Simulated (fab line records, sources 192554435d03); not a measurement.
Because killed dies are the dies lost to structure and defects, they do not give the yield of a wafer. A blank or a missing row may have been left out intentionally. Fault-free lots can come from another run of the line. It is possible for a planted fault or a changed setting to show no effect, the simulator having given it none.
Struck lot and sound lot, side by side -- flow n5-finfet -- 14 steps out of a route of 1938
Sound: these wafers, L711.1, L711.3, L711.6. Struck: wafers L721.1, L721.3, L721.5. The cause is given at the end.
Order at every step that has rows: each side's tool, ch and its chambers, its first start. Under that, the readings that differ: sound wafers -- struck wafers -- difference of the means -- sigmas: that difference in standard deviations of wafers without a fault.
alike: readings whose means differ by less than 2 such deviations, and words and numbers that are the same on both sides. not compared: withheld readings, readings that some wafer has no value for, bounds like >300 that may hide the same value, and numbers for which the record gives no deviation and whose values overlap.
A row with sigmas, a row that says differs or no value, or rows on one side alone: a step with any of these is where the two part. Non-overlapping numbers with no deviation appear without sigmas and do not part them. A reading that every wafer of one side lacks parts them only if that side has two wafers or more.

N5_DUMMY_GATE_ETCH_23: etches poly-Si in HBr/Cl2/O2, target depth 41 nm, time 22.3 s.
  sound on rie-si-06 ch 1,2, day 4 10:53; struck on rie-si-04 ch 0,2,3, day 7 01:37
  alike: HBr_flow_sccm, drypump-motor-current-A, oes-product-au, throttle-valve-pct
  not compared: rf-hours-counter-h
N5_DUMMY_GATE_ETCH_44: etches poly-Si in HBr/O2, stops on SiO2, target depth 127.5 nm.
  sound on rie-si-06 ch 1,2, day 4 10:56; struck on rie-si-04 ch 0,2,3, day 7 01:40
  alike: HBr_flow_sccm, drypump-motor-current-A, oes-product-au, throttle-valve-pct
  not compared: rf-hours-counter-h
N5_DUMMY_GATE_CD_MEAS_24 targets a cd of 15 nm.
  struck on cd-sem-01, day 7 01:47; sound on cd-sem-01, day 4 11:03
  alike: cd-nm
N5_DUMMY_GATE_ETCH_42: etches SiO2 in CHF3/O2, target depth 3.5 nm, time 31 s.
  sound on rie-diel-06 ch 1,3, day 4 11:06; struck on rie-diel-04 ch 1,2,3, day 7 01:59
  alike: drypump-motor-current-A, mfc-ar-sccm, oes-product-au, rf-vpp-V, showerhead-plenum-p-Torr, throttle-valve-pct
  not compared: rf-hours-counter-h
N5_DUMMY_GATE_STRIP_48: strips in N2/H2, time 20 s.
  sound on rie-diel-06 ch 1,3, day 4 11:09; struck on rie-diel-04 ch 1,2,3, day 7 02:02
  alike: drypump-motor-current-A, oes-product-au, rf-vpp-V, showerhead-plenum-p-Torr, throttle-valve-pct
  not compared: rf-hours-counter-h
then, 5 steps without rows for these wafers: N5_DUMMY_GATE_PRECLEAN_33 (cleans in dHF, time 10 s); N5_DUMMY_GATE_PRECLEAN_25 (cleans in O3/DIW, time 45 s); N5_DUMMY_GATE_PRECLEAN_51 (cleans in SC2, time 45 s); N5_DUMMY_GATE_SRD_26 (time 30 s); N5_DUMMY_GATE_UV_OZONE_45 (time 120 s).
N5_DUMMY_GATE_INSPECT_27: inspects for defects (brightfield).
  struck on defect-inspect-01, day 7 02:13; sound on defect-inspect-01, day 4 11:21
  alike: raw-defect-count
then, 1 step without rows for these wafers: N5_SPACER0_ALD_07 (deposits SiNx, target thk 2 nm).
N5_SPACER0_ALD_00: deposits SiOCN, target thk 3.5 nm, pulse time 3 s, purge time 2 s.
  sound on ald-sin-01 ch 1,3, day 4 11:32; struck on ald-sin-04 ch 0,1,2, day 7 02:55
  alike: heater-power-w, precursor-pulse-height-rel, susceptor-temp-C
N5_SPACER0_ALD_08: deposits SiNx, target thk 2 nm.
  sound on ald-sin-01 ch 1,3, day 4 11:47; struck on ald-sin-04 ch 0,1,2, day 7 03:20
reading,sound,struck,difference,sigmas
susceptor-temp-C (C),400.42 399.94 399.95,399.89 399.85 399.16,-0.47,-2
  alike: heater-power-w

WHERE THEY PART
Within this record, at N5_SPACER0_ALD_08 only.

WHY: what the simulator had put in
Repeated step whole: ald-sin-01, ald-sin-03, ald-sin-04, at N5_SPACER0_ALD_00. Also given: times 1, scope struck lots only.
